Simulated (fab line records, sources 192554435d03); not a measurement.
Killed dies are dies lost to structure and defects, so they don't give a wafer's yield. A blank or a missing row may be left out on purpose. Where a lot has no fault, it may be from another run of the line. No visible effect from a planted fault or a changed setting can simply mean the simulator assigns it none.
What tool caused it? -- flow n5Finfet -- 12 lots, 36 wafers sampled, at 4 steps of a route of 1938

## WHAT THE GAUGES SHOWED, per wafer
N5_BEOL_M6_CD_MEAS_18: pitch 80 nm, target cd 40 nm.
lot,measured,on,cdNm (nm)
L075,day 10 10:22,cdSem-03,39.9 40.1 39.4
L076,day 11 05:08,cdSem-01,39.3 40.3 40.6
L079,day 12 02:43,cdSem-01,40.0 40.0 39.8
L081,day 13 19:32,cdSem-02,39.4 39.4 39.3
L084,day 14 23:41,cdSem-03,40.6 40.6 40.2
L086,day 15 15:08,cdSem-03,40.0 40.6 40.3
L090,day 16 05:24,cdSem-03,40.1 39.9 40.2
L095,day 17 01:50,cdSem-01,39.6 39.4 39.3
L091,day 17 07:20,cdSem-01,40.1 40.3 39.8
L093,day 18 01:56,cdSem-03,40.5 40.4 40.1
L089,day 18 02:23,cdSem-03,39.6 39.9 39.6
L096,day 18 11:57,cdSem-01,40.2 39.8 39.8

## WHICH TOOL RAN EACH LOT (tool, then ch and the chambers of the sampled wafers, then the start)
lot,N5_BEOL_M5_ANNEAL_84,N5_BEOL_M5_SPUTTER_90,N5_BEOL_M6_STRIP_67
L075,"pvdSputter-02, day 10 04:34","pvdSputter-02, day 10 06:39","rieDiel-04 ch 1,2, day 10 10:01"
L076,"pvdSputter-02, day 10 21:51","pvdSputter-02, day 10 23:57","rieDiel-04 ch 0,1,3, day 11 04:55"
L079,"pvdSputter-02, day 11 21:17","pvdSputter-02, day 11 23:23","rieDiel-05 ch 1,3, day 12 02:30"
L081,"pvdSputter-02, day 13 12:44","pvdSputter-02, day 13 14:49","rieDiel-04 ch 0,3, day 13 19:15"
L084,"pvdSputter-01, day 14 17:19","pvdSputter-01, day 14 19:25","rieDiel-02 ch 0,1,3, day 14 23:26"
L086,"pvdSputter-01, day 15 10:05","pvdSputter-01, day 15 12:11","rieDiel-04 ch 0,3, day 15 14:54"
L090,"pvdSputter-02, day 15 23:52","pvdSputter-02, day 16 01:58","rieDiel-04 ch 0,1,3, day 16 05:08"
L095,"pvdSputter-01, day 16 19:42","pvdSputter-01, day 16 21:47","rieDiel-02 ch 1,2,3, day 17 01:28"
L091,"pvdSputter-03, day 17 01:15","pvdSputter-03, day 17 03:20","rieDiel-02 ch 0,1,3, day 17 07:05"
L093,"pvdSputter-01, day 17 18:02","pvdSputter-01, day 17 20:08","rieDiel-05 ch 0,2, day 18 01:33"
L089,"pvdSputter-03, day 17 18:57","pvdSputter-03, day 17 21:03","rieDiel-02 ch 0,1,3, day 18 02:09"
L096,"pvdSputter-02, day 18 04:32","pvdSputter-02, day 18 06:37","rieDiel-05 ch 1,2, day 18 11:37"
- N5_BEOL_M5_ANNEAL_84: time 1800 s.
- N5_BEOL_M5_SPUTTER_90: material Cu, target thk 4.5 nm, time 8.29 s.
- N5_BEOL_M6_STRIP_67: strips in CF4.

## THE ANSWER, worked out from the rows above alone
Rule: the usual values come from the lots themselves. Put in order of their means at a reading, lots are off if they are a third of the lots or fewer, leave a main group of 4 or more, and stand apart from it by a gap of 3 or more times the standard deviation of the main group's means; of several such gaps the widest counts. Not used: any main group whose means are identical at the precision the tables above print for the reading. A lot without any number at a reading at which 4 lots or more have one is off too. The other lots that the step has rows for count as sound.
No lot is off at any reading shown: from this, nothing can be told.

## WHAT HAD BEEN PUT IN BY THE SIMULATOR
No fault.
